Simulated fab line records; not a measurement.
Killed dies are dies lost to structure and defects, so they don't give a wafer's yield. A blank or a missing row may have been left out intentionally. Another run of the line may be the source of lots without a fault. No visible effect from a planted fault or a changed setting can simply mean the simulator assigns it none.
fab line records	flow nandHarc
record lots=24	wafers=72	lastDay=33
route steps=1302 shown P_M2@331 A_CHANNEL_HOLE_D1@472
lots that met no fault: taken from a fault-free run of the same line
startH: hours from the record's first day to the start of the lot's first wafer shown	waitH: how many hours have passed since the lot's step before this one	" unchanged from the row above	L1.1+2: a row that stands for several wafers	- no value, or no start was given	* or withheld: withheld	< > ~ a bound
route shown NAME@n: names a module that has steps shown in the file, with the first one's number in the route	usual: the fault-free wafers' mean and standard deviation	same: alike in all rows	chamber/n: place in a boat	sites: the reading at each site	_std_site: standard deviation across them	_edge_site: mean of outer sites minus mean of inner sites	radiusMm: how far each site lies from the wafer's centre	mask NAME#n: copy n	behind: the tool/chamber that last shaped the wafer	hold: the reason the lot was held/the length of the hold in hours/how it ended	device: whichever transistor did not switch (one of n, p or np)	end of line: at the end of the route, the tests of the same wafers	a step given without rows: its recipe and nothing more	killed: dies lost to structure and defects at the first sort, not the wafer's yield	map: a wafer's dies, marking killed ones x, the rest . and places with no die _
set.NAME: the setting as run; set.NAME@STEP: as run at that earlier step	model.NAME: the simulator's own value behind a step, which no gauge read
one table for each step of the route and one row for each wafer, over a sample of lots
services: a tool's chamber out of use, with start hour (startH, from the record's first day; less than 0 if before it), hours out, and reason
## steps
# step NHARC_P_M2_DESCUM_14
# recipe timeS=3	o2FlowSccm=200	arFlowSccm=0	biasPowerW=0	chemistry=O2
# usual drypumpMotorCurrentA=5.9/0.46	o2FlowSccm=200.0/0.52	oesProductAu=0.996/0.0085	rfVppV=57.6/0.79	showerheadPlenumPTorr=1.91/0.081	throttleValvePct=11.311/0.0081
lot.wafer	tool	chamber	startH	waitH	drypumpMotorCurrentA	o2FlowSccm	oesProductAu	rfHoursCounterH	rfVppV	showerheadPlenumPTorr	throttleValvePct
L074.2	rieDiel-04	2	134.13	0.1	6.5	199.8	1.004	6	57.2	1.91	11.312
L074.5	"	2	"	"	6.5	200.4	1.008	-	57.8	1.91	11.313
L074.6	"	3	"	"	6.1	198.7	0.996	-	57.6	2.06	11.302
L076.2	rieDiel-07	0	150.99	0.1	6.0	199.4	0.980	1	56.9	1.83	11.305
L076.1	"	2	"	"	6.5	200.9	0.994	1	57.9	1.95	11.308
L076.6	"	3	"	"	6.3	200.5	0.980	-	58.2	1.81	11.310
L077.1	rieDiel-11	2	160.17	0.1	5.7	200.2	0.997	3	57.5	1.97	11.314
L077.2	"	1	"	"	5.1	199.9	0.992	3	57.1	1.97	11.310
L077.5	"	3	"	"	6.5	200.5	0.994	-	57.7	1.89	11.307
L078.3	rieDiel-07	3	167.46	0.1	6.3	200.2	0.999	2	57.2	1.81	11.304
L078.2	"	1	"	"	5.7	200.4	1.005	2	57.8	1.82	11.306
L078.6	"	2	"	"	6.5	198.7	0.987	-	57.8	1.95	11.316
L079.4	rieDiel-11	1	178.07	0.1	5.1	200.2	0.989	4	58.5	1.97	11.307
L079.3	"	2	"	"	5.7	199.5	0.981	5	58.2	1.97	11.306
L079.5	"	1	"	"	5.2	199.3	0.992	-	57.4	1.96	11.314
L075.2	rieDiel-11	1	189.26	0.1	5.2	199.0	1.001	5	59.2	1.97	11.304
L075.3	"	2	"	"	5.7	200.4	0.996	5	59.4	1.97	11.302
L075.1	"	3	"	"	6.4	199.8	0.996	6	55.9	1.89	11.308
L080.1	rieDiel-07	1	192.59	0.1	5.8	199.9	1.011	4	56.3	1.82	11.324
L080.3	"	0	"	"	6.0	199.6	0.986	2	57.4	1.83	11.312
L080.5	"	2	"	"	6.5	200.1	0.987	-	57.0	1.95	11.312
L081.3	rieDiel-04	0	199.74	0.1	6.1	201.2	0.985	0	58.3	2.04	11.318
L081.2	"	2	"	"	6.5	200.2	0.981	0	57.5	1.91	11.312
L081.5	"	1	"	"	4.9	199.4	1.015	-	57.2	1.87	11.318
L082.4	rieDiel-11	3	207.05	0.1	6.4	199.7	0.999	7	58.0	1.88	11.300
L082.1	"	1	"	"	5.1	199.6	0.984	7	58.0	1.96	11.316
L082.2	"	2	"	"	5.7	200.0	0.991	6	58.4	1.97	11.297
L083.2	rieDiel-04	3	227.28	0.1	6.0	199.3	0.989	1	59.9	2.06	11.311
L083.1	"	0	"	"	6.1	200.2	0.988	1	57.7	2.04	11.328
L083.6	"	0	"	"	6.1	200.9	0.989	-	58.3	2.04	11.310
L084.2	rieDiel-07	2	229.36	0.1	6.5	200.4	1.006	4	57.5	1.95	11.322
L084.1	"	0	"	"	6.0	200.5	0.987	4	57.2	1.83	11.306
L084.6	"	1	"	"	5.8	200.8	1.000	-	56.8	1.82	11.304
L085.1	rieDiel-11	0	248.46	0.1	5.6	199.3	1.011	11	56.9	1.84	11.309
L085.3	"	2	"	"	5.7	199.8	1.002	10	58.0	1.97	11.308
L085.6	"	1	"	"	5.2	199.7	0.999	-	57.3	1.96	11.311
L086.1	rieDiel-07	0	253.17	0.1	6.0	200.6	0.990	6	58.1	1.83	11.306
L086.3	"	3	"	"	6.3	200.6	0.993	6	56.2	1.81	11.306
L086.5	"	1	"	"	5.8	200.0	1.005	-	56.6	1.82	11.315
L087.1	rieDiel-07	1	272.07	0.1	5.8	198.9	1.014	8	58.6	1.82	11.323
L087.4	"	2	"	"	6.5	199.6	1.009	7	58.0	1.95	11.309
L087.6	"	3	"	"	6.2	199.9	1.005	-	58.4	1.81	11.308
L088.1	rieDiel-04	3	272.86	0.1	6.0	199.8	0.985	4	58.3	2.06	11.321
L088.5	"	0	"	"	6.1	200.9	0.995	-	58.3	2.03	11.305
L088.6	"	1	"	"	4.9	200.5	1.000	-	58.2	1.87	11.318
L090.1	rieDiel-04	1	285.89	0.1	4.9	199.4	1.004	5	57.4	1.87	11.293
L090.3	"	2	"	"	6.5	199.3	0.993	5	58.2	1.91	11.330
L090.6	"	0	"	"	6.0	200.6	1.000	-	55.9	2.04	11.324
L089.1	rieDiel-11	2	286.81	0.1	5.7	199.2	1.003	0	58.3	1.97	11.304
L089.4	"	0	"	"	5.7	200.0	1.002	-	58.0	1.84	11.306
L089.5	"	2	"	"	5.7	200.4	1.004	-	58.1	1.97	11.303
L091.2	rieDiel-04	0	295.20	0.1	6.1	199.7	0.985	6	59.0	2.03	11.309
L091.4	"	1	"	"	4.9	200.0	1.007	6	57.8	1.87	11.321
L091.6	"	2	"	"	6.5	199.6	0.986	-	57.5	1.91	11.316
L092.2	rieDiel-11	3	304.54	0.1	6.4	200.5	0.990	0	57.3	1.88	11.302
L092.3	"	1	"	"	5.2	200.9	0.988	0	58.4	1.96	11.310
L092.4	"	2	"	"	5.7	200.5	0.996	2	57.2	1.97	11.316
L093.3	rieDiel-07	1	316.36	0.1	5.7	200.0	0.995	1	57.9	1.82	11.300
L093.5	"	1	"	"	5.7	200.3	0.999	-	56.5	1.82	11.313
L093.6	"	2	"	"	6.6	200.3	0.999	-	57.2	1.94	11.311
L094.1	rieDiel-07	2	330.65	0.1	6.5	199.7	0.997	1	57.4	1.94	11.314
L094.4	"	3	"	"	6.3	199.4	1.004	1	57.3	1.81	11.313
L094.5	"	1	"	"	5.8	200.2	0.997	-	55.5	1.82	11.311
L095.1	rieDiel-11	0	341.10	0.1	5.7	200.0	1.000	3	56.7	1.84	11.303
L095.6	"	1	"	"	5.1	200.8	0.998	-	57.7	1.96	11.303
L095.5	"	0	"	"	5.7	200.2	0.999	-	57.0	1.84	11.311
L096.3	rieDiel-04	3	347.72	0.1	6.1	199.6	0.983	9	58.5	2.06	11.319
L096.1	"	1	"	"	4.9	199.6	1.017	12	57.7	1.87	11.325
L096.5	"	3	"	"	6.0	199.7	0.990	-	57.0	2.06	11.312
L097.3	rieDiel-07	3	357.19	0.1	6.3	199.7	1.002	2	58.3	1.80	11.312
L097.1	"	0	"	"	6.0	199.2	0.995	2	58.6	1.83	11.309
L097.6	"	3	"	"	6.3	199.4	1.002	-	57.0	1.81	11.311
# step NHARC_P_M2_ETCH_15
# recipe targetDepthA=1825	timeS=91.2	c4f8FlowSccm=withheld	arFlowSccm=400	rfW=600	biasW=300	chemistry=C4F8/Ar
# usual oesProductAu=0.937/0.022	rfVppV=440.6/2.5
lot.wafer	tool	chamber	startH	waitH	oesProductAu	rfHoursCounterH	rfVppV
L074.2	rieDiel-04	1	-	-	0.936	5.4	440.1
L074.6	"	0	"	"	0.920	-	445.2
L074.5	"	1	"	"	0.931	-	440.5
L076.1	rieDiel-07	0	-	-	0.916	1.0	438.1
L076.2	"	2	"	"	0.935	1.1	442.0
L076.6	"	0	"	"	0.907	-	438.9
L077.1	rieDiel-11	1	-	-	0.924	3.0	442.0
L077.2	"	2	"	"	0.916	2.8	444.5
L077.5	"	1	"	"	0.914	-	442.6
L078.2	rieDiel-07	1	-	-	0.973	2.4	438.1
L078.3	"	2	"	"	0.964	2.2	441.2
L078.6	"	3	"	"	0.974	-	437.3
L079.4	rieDiel-11	1	-	-	0.924	4.2	441.8
L079.3	"	2	"	"	0.922	4.6	442.5
L079.5	"	2	"	"	0.913	-	442.0
L075.1	rieDiel-11	1	-	-	0.917	4.7	441.8
L075.2	"	3	"	"	0.919	6.1	439.6
L075.3	"	0	"	"	0.934	5.6	438.9
L080.3	rieDiel-07	0	-	-	0.964	2.3	438.3
L080.1	"	2	"	"	0.968	3.3	442.1
L080.5	"	0	"	"	0.950	-	438.5
L081.2	rieDiel-04	0	-	-	0.948	0.3	442.7
L081.3	"	3	"	"	0.966	0.3	445.3
L081.5	"	1	"	"	0.969	-	440.4
L082.2	rieDiel-11	2	-	-	0.916	6.5	442.7
L082.1	"	0	"	"	0.922	7.6	438.3
L082.4	"	1	"	"	0.911	6.7	441.6
L083.1	rieDiel-04	3	-	-	0.910	1.0	445.7
L083.2	"	1	"	"	0.931	1.3	439.9
L083.6	"	3	"	"	0.915	-	444.8
L084.2	rieDiel-07	3	-	-	0.980	5.0	437.6
L084.1	"	0	"	"	0.977	4.5	437.2
L084.6	"	2	"	"	0.957	-	441.7
L085.3	rieDiel-11	3	-	-	0.925	10.7	441.0
L085.1	"	1	"	"	0.929	10.8	443.3
L085.6	"	2	"	"	0.928	-	441.9
L086.1	rieDiel-07	0	-	-	0.948	6.0	438.6
L086.3	"	2	"	"	0.933	5.5	442.4
L086.5	"	1	"	"	0.929	-	438.4
L087.1	rieDiel-07	0	-	-	0.955	7.6	437.5
L087.4	"	1	"	"	0.975	8.4	436.5
L087.6	"	2	"	"	0.977	-	442.7
L088.1	rieDiel-04	2	-	-	0.913	4.4	440.3
L088.5	"	1	"	"	0.928	-	439.1
L088.6	"	2	"	"	0.907	-	441.1
L090.3	rieDiel-04	1	-	-	0.928	5.2	438.9
L090.1	"	2	"	"	0.917	4.7	440.2
L090.6	"	2	"	"	0.919	-	442.4
L089.1	rieDiel-11	0	287.07	0.1	0.934	0.2	438.1
L089.4	"	2	"	"	0.929	-	442.9
L089.5	"	0	"	"	0.918	-	438.2
L091.2	rieDiel-04	3	-	-	0.904	4.9	444.5
L091.4	"	1	"	"	0.923	6.3	440.2
L091.6	"	3	"	"	0.917	-	445.9
L092.3	rieDiel-11	2	-	-	0.934	1.9	442.0
L092.2	"	3	"	"	0.922	0.3	438.7
L092.4	"	1	"	"	0.914	0.3	441.2
L093.3	rieDiel-07	3	-	-	0.975	0.5	436.6
L093.5	"	3	"	"	0.983	-	436.6
L093.6	"	0	"	"	0.969	-	438.5
L094.1	rieDiel-07	3	-	-	0.968	1.0	438.1
L094.4	"	2	"	"	0.946	1.0	441.5
L094.5	"	3	"	"	0.972	-	437.0
L095.1	rieDiel-11	1	-	-	0.909	1.6	440.9
L095.5	"	0	"	"	0.922	-	439.1
L095.6	"	3	"	"	0.920	-	440.1
L096.3	rieDiel-04	1	-	-	0.945	11.8	439.1
L096.1	"	2	"	"	0.913	11.7	440.2
L096.5	"	3	"	"	0.931	-	445.9
L097.1	rieDiel-07	3	-	-	0.969	1.9	436.1
L097.3	"	1	"	"	0.957	1.8	439.6
L097.6	"	2	"	"	0.964	-	441.8
# step NHARC_P_M2_CD_MEAS_16
# usual cdNm=169.8/0.83
lot.wafer	tool	chamber	startH	waitH	cdNm
L074.2	cdSem-03	-	134.43	-	168.6
L074.5	"	-	"	"	170.1
L074.6	"	-	"	"	169.1
L076.1	cdSem-02	-	151.28	-	169.5
L076.2	"	-	"	"	169.9
L076.6	"	-	"	"	169.7
L077.1	cdSem-03	-	160.48	-	169.8
L077.2	"	-	"	"	169.7
L077.5	"	-	"	"	169.9
L078.2	cdSem-02	-	167.81	-	168.8
L078.3	"	-	"	"	170.6
L078.6	"	-	"	"	171.1
L079.3	cdSem-03	-	178.38	-	168.7
L079.4	"	-	"	"	169.6
L079.5	"	-	"	"	168.3
L075.1	cdSem-01	-	189.56	-	171.0
L075.2	"	-	"	"	169.4
L075.3	"	-	"	"	169.2
L080.1	cdSem-03	-	192.89	-	170.0
L080.3	"	-	"	"	170.9
L080.5	"	-	"	"	171.0
L081.2	cdSem-03	-	200.05	-	169.9
L081.3	"	-	"	"	169.9
L081.5	"	-	"	"	170.6
L082.1	cdSem-01	-	207.35	-	168.4
L082.2	"	-	"	"	168.8
L082.4	"	-	"	"	169.6
L083.1	cdSem-01	-	227.59	-	169.4
L083.2	"	-	"	"	170.1
L083.6	"	-	"	"	168.0
L084.1	cdSem-01	-	229.65	-	169.5
L084.2	"	-	"	"	171.8
L084.6	"	-	"	"	168.7
L085.1	cdSem-02	-	248.77	-	170.6
L085.3	"	-	"	"	171.4
L085.6	"	-	"	"	169.6
L086.1	cdSem-02	-	253.47	-	170.9
L086.3	"	-	"	"	171.4
L086.5	"	-	"	"	170.2
L087.1	cdSem-03	-	272.36	-	169.1
L087.4	"	-	"	"	170.7
L087.6	"	-	"	"	170.2
L088.1	cdSem-03	-	273.14	-	171.1
L088.5	"	-	"	"	169.5
L088.6	"	-	"	"	171.2
L090.1	cdSem-02	-	286.18	-	169.8
L090.3	"	-	"	"	170.0
L090.6	"	-	"	"	169.0
L089.1	cdSem-03	-	287.23	0.1	168.1
L089.4	"	-	"	"	169.3
L089.5	"	-	"	"	169.0
L091.2	cdSem-03	-	295.49	-	171.0
L091.4	"	-	"	"	169.2
L091.6	"	-	"	"	170.0
L092.2	cdSem-03	-	304.84	-	169.1
L092.3	"	-	"	"	169.9
L092.4	"	-	"	"	169.7
L093.3	cdSem-03	-	316.67	-	169.5
L093.5	"	-	"	"	168.4
L093.6	"	-	"	"	170.0
L094.1	cdSem-02	-	330.94	-	170.8
L094.4	"	-	"	"	170.7
L094.5	"	-	"	"	168.7
L095.1	cdSem-01	-	341.43	-	169.1
L095.5	"	-	"	"	169.8
L095.6	"	-	"	"	168.7
L096.1	cdSem-01	-	348.02	-	169.0
L096.3	"	-	"	"	170.7
L096.5	"	-	"	"	170.4
L097.1	cdSem-03	-	357.50	-	168.6
L097.3	"	-	"	"	169.5
L097.6	"	-	"	"	170.3
# step NHARC_P_M2_PVD_20
# recipe targetThkA=50	biasV=168.6	powerW=15000	chamberPressurePa=0.12	timeS=8.06	substrateTempC=50	material=TaN
# usual throttleValvePct=30.1/1.1
lot.wafer	tool	chamber	startH	waitH	throttleValvePct
L074.2	pvdSputter-01	-	-	-	30.8
L074.5	"	-	"	"	30.9
L074.6	"	-	"	"	28.9
L076.2	pvdSputter-03	-	-	-	31.0
L076.1	"	-	"	"	29.5
L076.6	"	-	"	"	30.8
L077.2	pvdSputter-01	-	-	-	29.1
L077.1	"	-	"	"	31.1
L077.5	"	-	"	"	30.7
L078.2	pvdSputter-02	-	-	-	29.5
L078.3	"	-	"	"	28.7
L078.6	"	-	"	"	29.7
L079.3	pvdSputter-01	-	-	-	30.8
L079.4	"	-	"	"	29.0
L079.5	"	-	"	"	30.9
L075.3	pvdSputter-03	-	-	-	31.1
L075.1	"	-	"	"	30.9
L075.2	"	-	"	"	29.5
L080.3	pvdSputter-03	-	-	-	29.5
L080.1	"	-	"	"	31.1
L080.5	"	-	"	"	29.9
L081.2	pvdSputter-03	-	-	-	30.6
L081.3	"	-	"	"	29.3
L081.5	"	-	"	"	30.8
L082.1	pvdSputter-01	-	-	-	28.9
L082.4	"	-	"	"	30.8
L082.2	"	-	"	"	30.8
L083.1	pvdSputter-02	-	-	-	29.9
L083.2	"	-	"	"	28.8
L083.6	"	-	"	"	29.2
L084.1	pvdSputter-02	-	-	-	29.4
L084.2	"	-	"	"	31.2
L084.6	"	-	"	"	29.3
L085.1	pvdSputter-01	-	-	-	29.3
L085.3	"	-	"	"	30.9
L085.6	"	-	"	"	30.8
L086.1	pvdSputter-03	-	-	-	32.3
L086.3	"	-	"	"	29.4
L086.5	"	-	"	"	30.5
L087.4	pvdSputter-03	-	-	-	28.9
L087.1	"	-	"	"	29.5
L087.6	"	-	"	"	29.1
L088.1	pvdSputter-01	-	-	-	29.3
L088.6	"	-	"	"	29.3
L088.5	"	-	"	"	30.9
L090.3	pvdSputter-03	-	-	-	29.0
L090.1	"	-	"	"	30.4
L090.6	"	-	"	"	28.9
L089.1	pvdSputter-03	-	-	-	29.4
L089.4	"	-	"	"	32.0
L089.5	"	-	"	"	29.3
L091.4	pvdSputter-01	-	-	-	29.4
L091.2	"	-	"	"	30.9
L091.6	"	-	"	"	30.8
L092.3	pvdSputter-03	-	-	-	29.0
L092.4	"	-	"	"	30.3
L092.2	"	-	"	"	32.1
L093.3	pvdSputter-03	-	-	-	29.0
L093.6	"	-	"	"	30.3
L093.5	"	-	"	"	32.2
L094.4	pvdSputter-02	-	-	-	28.5
L094.1	"	-	"	"	30.1
L094.5	"	-	"	"	28.4
L095.1	pvdSputter-01	-	-	-	29.2
L095.5	"	-	"	"	31.0
L095.6	"	-	"	"	30.8
L096.3	pvdSputter-03	-	-	-	29.4
L096.1	"	-	"	"	29.0
L096.5	"	-	"	"	29.5
L097.1	pvdSputter-02	-	-	-	28.4
L097.3	"	-	"	"	28.4
L097.6	"	-	"	"	28.6
# step NHARC_A_CHANNEL_HOLE_D1_ETCH_20
# recipe biasV=3000	sourceW=withheld	pressureMtorr=20	timeS=361.9	arFlowSccm=375	c4f8FlowSccm=89.3	o2FlowSccm=35.7	tempC=-20	targetDepthA=16000	chemistry=C4F8/O2/Ar
# usual drypumpMotorCurrentA=5.9/0.45	o2FlowSccm=35.71/0.098	showerheadPlenumPTorr=3.63/0.055	throttleValvePct=32.155/0.0087
lot.wafer	tool	chamber	startH	waitH	drypumpMotorCurrentA	o2FlowSccm	rfHoursCounterH	showerheadPlenumPTorr	throttleValvePct
L074.2	harEtch-02	0	183.56	0.1	6.4	35.77	291	3.69	32.171
L074.5	"	1	"	"	5.1	35.71	-	3.70	32.156
L074.6	"	0	"	"	6.4	35.54	-	3.69	32.136
L076.1	harEtch-02	1	207.78	0.1	5.1	35.87	303	3.70	32.147
L076.2	"	0	"	"	6.5	35.80	303	3.68	32.148
L076.6	"	1	"	"	5.2	35.79	-	3.70	32.150
L077.2	harEtch-01	0	209.76	0.1	6.2	35.80	103	3.58	32.150
L077.1	"	1	"	"	5.8	35.53	103	3.69	32.166
L077.5	"	1	"	"	5.8	35.68	-	3.69	32.148
L078.2	harEtch-01	1	215.37	0.1	5.8	35.86	107	3.69	32.162
L078.3	"	1	"	"	5.8	35.81	-	3.69	32.142
L078.6	"	0	"	"	6.2	35.68	-	3.58	32.139
L079.3	harEtch-01	0	232.51	0.2	6.2	35.75	-	3.58	32.153
L079.4	"	1	"	"	5.8	35.67	-	3.68	32.152
L079.5	"	0	"	"	6.2	35.81	-	3.58	32.145
L075.1	harEtch-01	1	243.71	0.1	5.9	35.58	122	3.68	32.167
L075.2	"	0	"	"	6.2	35.72	122	3.57	32.146
L075.3	"	0	"	"	6.2	35.76	-	3.57	32.165
L080.1	harEtch-01	0	247.94	0.1	6.2	35.60	126	3.57	32.150
L080.3	"	0	"	"	6.2	35.70	-	3.57	32.138
L080.5	"	1	"	"	5.8	35.72	-	3.68	32.161
L081.2	harEtch-01	1	252.33	0.1	5.8	35.73	130	3.67	32.154
L081.3	"	1	"	"	5.8	35.76	-	3.67	32.168
L081.5	"	1	"	"	5.8	35.91	-	3.67	32.155
L082.2	harEtch-02	0	258.42	0.1	6.4	35.65	337	3.66	32.150
L082.1	"	1	"	"	5.1	35.79	337	3.68	32.164
L082.4	"	1	"	"	5.1	35.76	-	3.68	32.162
L084.2	harEtch-01	0	276.11	0.1	6.2	35.78	141	3.56	32.159
L084.1	"	1	"	"	5.8	35.86	141	3.67	32.159
L084.6	"	1	"	"	5.8	35.81	-	3.67	32.156
L083.1	harEtch-02	0	276.55	0.1	6.4	35.53	348	3.66	32.148
L083.2	"	1	"	"	5.1	35.93	348	3.67	32.154
L083.6	"	1	"	"	5.2	35.82	-	3.67	32.163
L085.1	harEtch-01	1	298.02	0.1	5.8	35.82	153	3.66	32.156
L085.3	"	0	"	"	6.2	35.62	-	3.56	32.156
L085.6	"	1	"	"	5.9	35.77	-	3.66	32.147
L086.1	harEtch-02	0	301.94	0.1	6.4	35.61	363	3.65	32.162
L086.3	"	0	"	"	6.4	35.58	-	3.65	32.153
L086.5	"	1	"	"	5.1	35.74	-	3.66	32.151
L087.1	harEtch-01	1	323.01	0.1	5.8	35.90	164	3.66	32.149
L087.4	"	1	"	"	5.8	35.74	-	3.66	32.145
L087.6	"	0	"	"	6.2	35.70	-	3.55	32.157
L088.1	harEtch-02	1	326.91	0.2	5.1	35.60	379	3.66	32.167
L088.5	"	1	"	"	5.1	35.58	-	3.66	32.157
L088.6	"	1	"	"	5.1	35.52	-	3.66	32.165
L089.1	harEtch-02	1	335.59	0.2	5.1	35.64	387	3.65	32.158
L089.4	"	1	"	"	5.1	35.57	-	3.65	32.166
L089.5	"	1	"	"	5.1	35.61	-	3.65	32.155
L090.1	harEtch-01	1	337.61	0.1	5.8	35.57	176	3.65	32.163
L090.3	"	1	"	"	5.8	35.75	-	3.65	32.142
L090.6	"	1	"	"	5.8	35.62	-	3.65	32.155
L091.2	harEtch-01	0	350.68	0.1	6.2	35.80	187	3.54	32.156
L091.4	"	0	"	"	6.2	35.70	-	3.54	32.145
L091.6	"	1	"	"	5.8	35.69	-	3.64	32.166
L092.2	harEtch-02	1	354.22	0.1	5.1	35.91	402	3.64	32.149
L092.4	"	0	"	"	6.5	35.61	-	3.64	32.161
L092.3	"	1	"	"	5.2	35.92	-	3.64	32.160
L093.3	harEtch-01	0	367.14	0.2	6.2	35.66	-	3.53	32.164
L093.6	"	1	"	"	5.8	35.62	-	3.64	32.156
L093.5	"	0	"	"	6.2	35.67	-	3.53	32.181
L094.1	harEtch-01	1	389.90	0.1	5.8	35.79	214	3.63	32.157
L094.4	"	0	"	"	6.2	35.76	-	3.52	32.154
L094.5	"	1	"	"	5.8	35.72	-	3.63	32.154
L095.1	harEtch-01	0	397.81	0.1	6.2	35.74	222	3.52	32.167
L095.5	"	0	"	"	6.2	35.75	-	3.52	32.149
L095.6	"	1	"	"	5.8	35.70	-	3.62	32.140
L096.1	harEtch-02	0	398.03	0.1	6.4	35.70	4	3.63	32.160
L096.3	"	0	"	"	6.4	35.61	-	3.63	32.163
L096.5	"	0	"	"	6.4	35.64	-	3.63	32.151
L097.1	harEtch-01	0	404.72	0.1	6.2	35.57	226	3.52	32.151
L097.3	"	0	"	"	6.2	35.61	-	3.52	32.161
L097.6	"	1	"	"	5.8	35.69	-	3.62	32.167
# step NHARC_A_CHANNEL_HOLE_D1_ETCH_21
# recipe biasV=3000	sourceW=withheld	pressureMtorr=20	timeS=514.3	arFlowSccm=375	c4f8FlowSccm=89.3	o2FlowSccm=35.7	tempC=-20	targetDepthA=16000	chemistry=C4F8/O2/Ar
# usual drypumpMotorCurrentA=5.9/0.45	o2FlowSccm=35.69/0.097	showerheadPlenumPTorr=3.63/0.055	throttleValvePct=32.155/0.0092
lot.wafer	tool	chamber	startH	waitH	drypumpMotorCurrentA	o2FlowSccm	rfHoursCounterH	showerheadPlenumPTorr	throttleValvePct
L074.2	harEtch-02	0	183.90	0.3	6.4	35.70	292	3.69	32.151
L074.5	"	1	"	"	5.1	35.67	-	3.70	32.175
L074.6	"	0	"	"	6.4	35.69	-	3.69	32.163
L076.1	harEtch-02	1	208.09	0.3	5.1	35.64	303	3.70	32.158
L076.2	"	0	"	"	6.4	35.93	303	3.68	32.157
L076.6	"	1	"	"	5.1	35.56	-	3.70	32.156
L077.2	harEtch-01	0	210.07	0.3	6.2	35.66	103	3.58	32.148
L077.1	"	1	"	"	5.8	35.92	103	3.69	32.165
L077.5	"	1	"	"	5.8	35.87	-	3.69	32.177
L078.2	harEtch-01	1	215.69	0.3	5.8	35.41	107	3.69	32.154
L078.3	"	1	"	"	5.8	35.58	-	3.69	32.174
L078.6	"	0	"	"	6.2	35.78	-	3.58	32.133
L079.3	harEtch-01	0	232.87	0.3	6.2	35.61	-	3.58	32.149
L079.4	"	1	"	"	5.8	35.68	-	3.68	32.160
L079.5	"	0	"	"	6.2	35.69	-	3.58	32.152
L075.1	harEtch-01	1	244.02	0.3	5.8	35.66	122	3.68	32.156
L075.2	"	0	"	"	6.2	35.84	122	3.57	32.141
L075.3	"	0	"	"	6.2	35.68	-	3.57	32.157
L080.1	harEtch-01	0	248.27	0.3	6.2	35.86	126	3.57	32.142
L080.3	"	0	"	"	6.2	35.83	-	3.57	32.146
L080.5	"	1	"	"	5.8	35.73	-	3.68	32.172
L081.2	harEtch-01	1	252.67	0.3	5.8	35.54	130	3.67	32.151
L081.3	"	1	"	"	5.8	35.59	-	3.67	32.153
L081.5	"	1	"	"	5.8	35.47	-	3.67	32.159
L082.2	harEtch-02	0	258.74	0.3	6.5	35.64	337	3.66	32.144
L082.1	"	1	"	"	5.1	35.74	337	3.68	32.145
L082.4	"	1	"	"	5.1	35.72	-	3.68	32.154
L084.2	harEtch-01	0	276.43	0.3	6.2	35.56	142	3.56	32.167
L084.1	"	1	"	"	5.8	35.69	142	3.67	32.164
L084.6	"	1	"	"	5.8	35.73	-	3.67	32.159
L083.1	harEtch-02	0	276.87	0.3	6.4	35.77	349	3.66	32.146
L083.2	"	1	"	"	5.1	35.67	349	3.67	32.155
L083.6	"	1	"	"	5.1	35.64	-	3.67	32.160
L085.1	harEtch-01	1	298.33	0.3	5.8	35.71	153	3.66	32.154
L085.3	"	0	"	"	6.2	35.67	-	3.56	32.160
L085.6	"	1	"	"	5.8	35.56	-	3.66	32.166
L086.1	harEtch-02	0	302.27	0.3	6.5	35.69	364	3.65	32.143
L086.3	"	0	"	"	6.4	35.59	-	3.65	32.166
L086.5	"	1	"	"	5.1	35.66	-	3.67	32.147
L087.1	harEtch-01	1	323.34	0.3	5.8	35.73	165	3.65	32.150
L087.4	"	1	"	"	5.8	35.72	-	3.65	32.144
L087.6	"	0	"	"	6.2	35.73	-	3.55	32.164
L088.1	harEtch-02	1	327.54	0.5	5.2	35.54	379	3.66	32.159
L088.5	"	1	"	"	5.1	35.72	-	3.66	32.149
L088.6	"	1	"	"	5.1	35.77	-	3.66	32.138
L089.1	harEtch-02	1	336.22	0.5	5.1	35.73	387	3.65	32.160
L089.4	"	1	"	"	5.1	35.66	-	3.65	32.152
L089.5	"	1	"	"	5.1	35.78	-	3.65	32.146
L090.1	harEtch-01	1	337.94	0.3	5.8	35.81	176	3.65	32.158
L090.3	"	1	"	"	5.8	35.72	-	3.65	32.150
L090.6	"	1	"	"	5.8	35.74	-	3.65	32.154
L091.2	harEtch-01	0	350.99	0.3	6.2	35.62	188	3.54	32.154
L091.4	"	0	"	"	6.2	35.56	-	3.54	32.140
L091.6	"	1	"	"	5.9	35.70	-	3.64	32.137
L092.2	harEtch-02	1	354.56	0.3	5.1	35.67	402	3.64	32.159
L092.4	"	0	"	"	6.5	35.62	-	3.64	32.153
L092.3	"	1	"	"	5.1	35.60	-	3.64	32.161
L093.3	harEtch-01	0	367.51	0.3	6.2	35.61	-	3.53	32.158
L093.6	"	1	"	"	5.8	35.57	-	3.64	32.162
L093.5	"	0	"	"	6.2	35.70	-	3.53	32.148
L094.1	harEtch-01	1	390.23	0.3	5.8	35.76	215	3.63	32.156
L094.4	"	0	"	"	6.2	35.60	-	3.52	32.167
L094.5	"	1	"	"	5.8	35.86	-	3.63	32.151
L095.1	harEtch-01	0	398.13	0.3	6.2	35.63	222	3.52	32.148
L095.5	"	0	"	"	6.2	35.73	-	3.52	32.170
L095.6	"	1	"	"	5.8	35.75	-	3.62	32.156
L096.1	harEtch-02	0	398.37	0.3	6.4	35.63	4	3.63	32.158
L096.3	"	0	"	"	6.5	35.60	-	3.63	32.152
L096.5	"	0	"	"	6.4	35.57	-	3.63	32.158
L097.1	harEtch-01	0	405.04	0.3	6.3	35.65	226	3.52	32.157
L097.3	"	0	"	"	6.2	35.69	-	3.52	32.161
L097.6	"	1	"	"	5.8	35.48	-	3.62	32.161
## services
tool	chamber	startH	hours	kind
rieDiel-07	-	117.20	9.0	pm
rieDiel-11	-	140.23	0.4	repair
rieDiel-11	0	144.15	2.5	repair
rieDiel-04	-	150.49	0.3	repair
rieDiel-04	0	160.06	3.8	repair
rieDiel-07	0	160.52	21.6	repair
rieDiel-04	0	177.21	5.0	repair
rieDiel-04	-	177.90	9.0	pm
rieDiel-04	-	195.30	0.2	repair
rieDiel-07	2	213.50	13.3	repair
rieDiel-11	-	255.50	9.0	pm
rieDiel-04	-	279.08	1.6	repair
rieDiel-11	1	282.20	18.1	repair
rieDiel-11	3	283.33	15.0	repair
rieDiel-07	-	294.20	9.0	pm
rieDiel-11	-	311.40	2.0	repair
rieDiel-11	2	338.90	6.1	repair
rieDiel-07	-	347.35	0.7	repair
rieDiel-11	3	354.01	3.1	repair
rieDiel-11	-	354.12	1.2	repair
rieDiel-11	0	365.40	33.4	repair
rieDiel-07	0	371.50	4.0	repair
harEtch-02	-	377.00	17.0	pm
rieDiel-07	2	382.53	2.1	repair
## key
fault none
